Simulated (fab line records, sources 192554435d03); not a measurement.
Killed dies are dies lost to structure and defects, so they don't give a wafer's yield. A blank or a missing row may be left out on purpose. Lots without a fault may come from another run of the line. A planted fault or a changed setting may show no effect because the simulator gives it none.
Chamber matching | flow n5_finfet | N5_BEOL_M2_PECVD_72 on pecvd-02: 3 sister chambers
The step deposits SiO2 from TEOS/O2, target thk 16 nm, time 18 s. 6 wafers are shown with their chamber, then 9 later ones without.

WAFERS WITH THEIR CHAMBER
wafer  | chamber | throttle_valve_pct (%) | showerhead_plenum_p_Torr (Torr)
L085.6 | 2       | 19.8                   | 8.75
L088.2 | 2       | 19.6                   | 8.77
L088.4 | 1       | 23.2                   | 8.82
L092.2 | 0       | 23.2                   | 8.85
L092.3 | 1       | 23.1                   | 8.84
L092.4 | 0       | 23.3                   | 8.82

WAFERS WITHOUT THEIR CHAMBER
wafer  | throttle_valve_pct (%) | showerhead_plenum_p_Torr (Torr)
L094.1 | 23.4                   | 8.83
L094.3 | 19.3                   | 8.76
L094.5 | 19.9                   | 8.75
L095.3 | 23.1                   | 8.85
L095.4 | 23.5                   | 8.84
L095.5 | 20.0                   | 8.76
L096.3 | 19.9                   | 8.75
L096.5 | 23.1                   | 8.86
L096.6 | 23.4                   | 8.83

WHICH CHAMBER EACH WENT THROUGH
wafer  | from the rows above     | in truth
L094.1 | can't be placed: 0 or 1 | 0
L094.3 | 2                       | 2
L094.5 | 2                       | 2
L095.3 | can't be placed: 1 or 0 | 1
L095.4 | can't be placed: 0 or 1 | 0
L095.5 | 2                       | 2
L096.3 | 2                       | 2
L096.5 | can't be placed: 1 or 0 | 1
L096.6 | can't be placed: 0 or 1 | 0
Placed correctly: 4 of 9. Can't be placed from these rows: 5 (the true chamber is among the candidates in 5). Placed wrongly: 0.
How it was worked out, from the rows above alone: a wafer's distance from a chamber is the root of the sum, over the readings, of the square of ((its reading less the chamber's mean) divided by the reading's scatter). The wafer belongs to the nearest chamber; if the next one is less than 2 further off, it can't be placed. A chamber's mean is the mean of its shown wafers. The scatter: the root of (the sum of the squares of (reading less its chamber's mean) over the shown wafers, divided by (wafers less chambers)).
